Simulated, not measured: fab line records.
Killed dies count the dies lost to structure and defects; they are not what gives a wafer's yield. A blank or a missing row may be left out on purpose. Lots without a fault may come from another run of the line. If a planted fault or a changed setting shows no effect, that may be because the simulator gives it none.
Lot-split experiment    flow n5-finfet    21 wafers read from 7 lots, route of 1938 steps

== SPLIT DETAILS ==
At N5_DUMMY_GATE_COAT_34 (time 60 s, resist thk 60 nm), the setting spin-rpm was moved away from the recipe's 1500 rpm on 4 of the 21 wafers read, by -3.0% to +3.7%. The other wafers ran this setting at the recipe's value.

== FROM THE SPLIT TO THE READING: what the file shows between them, 7 steps ==
- N5_DUMMY_GATE_DESCUM_20: chemistry O2, time 6.2 s (also split here: time-s)
- N5_DUMMY_GATE_ETCH_29: etches underlayer in N2/H2, target depth 13 nm
- N5_DUMMY_GATE_ETCH_36: etches SiARC in CF4, target depth 13 nm
- N5_DUMMY_GATE_ETCH_37: etches SOC in N2/H2, target depth 60 nm, overetch 30 nm
- N5_DUMMY_GATE_STRIP_38: strips in N2/H2
- N5_DUMMY_GATE_STRIP_39: strips in N2/H2
- N5_DUMMY_GATE_STRIP_40: strips in CF4

== THE READING ==
SOC_of_DUMMY_GATE_COAT_34.thk-nm (the simulator's own value, which no gauge read), in nm, at N5_DUMMY_GATE_ETCH_31 (etches SiO2 in C4F6/O2, target depth 82.5 nm, time 27.5 s). The file does not state a usual value for it. The 17 wafers here that ran the recipe average 52.0 nm, standard deviation 0.31 nm.

wafer   tool, chamber at the split  spin-rpm as run, rpm  against the recipe  SOC_of_DUMMY_GATE_COAT_34.thk-nm, nm  against lot-mates on the recipe
L082.4  litho-track-04, 0           1500                  recipe              52.4                                  -
L082.5  litho-track-04, 0           1500                  recipe              51.8                                  -
L082.6  litho-track-04, 0           1500                  recipe              52.2                                  -
L088.2  litho-track-02, 0           1500                  recipe              52                                    -
L088.3  litho-track-02, 0           1500                  recipe              51.6                                  -
L088.5  litho-track-02, 0           1500                  recipe              51.4                                  -
L090.2  litho-track-02, 0           1500                  recipe              51.6                                  -
L090.4  litho-track-02, 0           1500                  recipe              51.8                                  -
L090.6  litho-track-02, 0           1500                  recipe              51.8                                  -
L092.3  litho-track-04, 0           1500                  recipe              52.2                                  -
L092.4  litho-track-04, 0           1500                  recipe              52.2                                  -
L092.6  litho-track-04, 0           1500                  recipe              52.4                                  -
L091.1  litho-track-02, 0           1500                  recipe              52.4                                  -
L091.4  litho-track-02, 0           1556                  +3.7%               51                                    -1.3
L091.6  litho-track-02, 0           1500                  recipe              52.2                                  -
L095.1  litho-track-02, 0           1550                  +3.3%               51                                    -1.4
L095.5  litho-track-02, 0           1550                  +3.3%               51                                    -1.4
L095.2  litho-track-02, 0           1500                  recipe              52.4                                  -
L096.1  litho-track-03, 0           1500                  recipe              52                                    -
L096.3  litho-track-03, 0           1455                  -3.0%               53                                    +0.9
L096.5  litho-track-03, 0           1500                  recipe              52.2                                  -

FIT RESULTS
A straight line over all 21 wafers: SOC_of_DUMMY_GATE_COAT_34.thk-nm changes by -0.303 nm for each +1% of spin-rpm; r = -0.84; the points scatter about the line by 0.29 nm.
The same after taking each lot's own level away (the mean of its wafers on the recipe; 21 wafers): -0.37 nm for each +1%; r = -0.96; scatter 0.17 nm.
On that fit, the largest move of spin-rpm shifts the reading by 1.4 nm.
From 51.67 to 52.40 nm: that is the span of the lots' own levels, equal to 2.4 times the standard deviation above.
Thus the slope moves with the lot-to-lot level: the two fits are different.
Check: -1.45 nm against its lot-mates is what the line predicts for one of the wafers moved furthest among these (+3.7%) when that wafer is left out of the fit. It came out at -1.3 nm against them.

== OTHER SPLITS APPLIED TO THESE WAFERS ==
Before the reading, these wafers also passed through other splits. Each is held against what the fit with the lots' levels taken away leaves over:
other split on the same wafers  wafers away from the commonest value  r with SOC_of_DUMMY_GATE_COAT_34.thk-nm (lot level and that fit taken away)
N5_WELL_APT_COAT_02 spin-rpm    10                                    +0.18
N5_WELL_APT_PEB_06 peb-temp-c   9                                     +0.04
N5_FIN_SAQP_COAT_10 spin-rpm    8                                     -0.14
N5_FIN_SAQP_PEB_14 peb-time-s   6                                     +0.11
N5_FIN_CUT_COAT_19 spin-rpm     6                                     +0.27
N5_DUMMY_GATE_DESCUM_20 time-s  4                                     -0.04

== THE WHOLE CHAIN: every reading that the file lists as answering this split, in the file's order ==
step                   what it does                                               reading                                                                            change (the file's fit)                r (the file's)
N5_DUMMY_GATE_COAT_34  time 60 s, resist thk 60 nm                                SOC_of_DUMMY_GATE_COAT_34.thk-nm (the simulator's own value, which no gauge read)  -0.289 nm for each +1% of the setting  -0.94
N5_DUMMY_GATE_ETCH_37  etches SOC in N2/H2, target depth 60 nm, overetch 30 nm    etch.depth-nm (the simulator's own value, which no gauge read)                     -0.291 nm for each +1% of the setting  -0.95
N5_DUMMY_GATE_ETCH_31  etches SiO2 in C4F6/O2, target depth 82.5 nm, time 27.5 s  SOC_of_DUMMY_GATE_COAT_34.thk-nm (the simulator's own value, which no gauge read)  -0.359 nm for each +1% of the setting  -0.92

== FILE'S OWN FIT ==
SOC_of_DUMMY_GATE_COAT_34.thk-nm changes by -0.359 nm for each +1% of spin-rpm, r = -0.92.
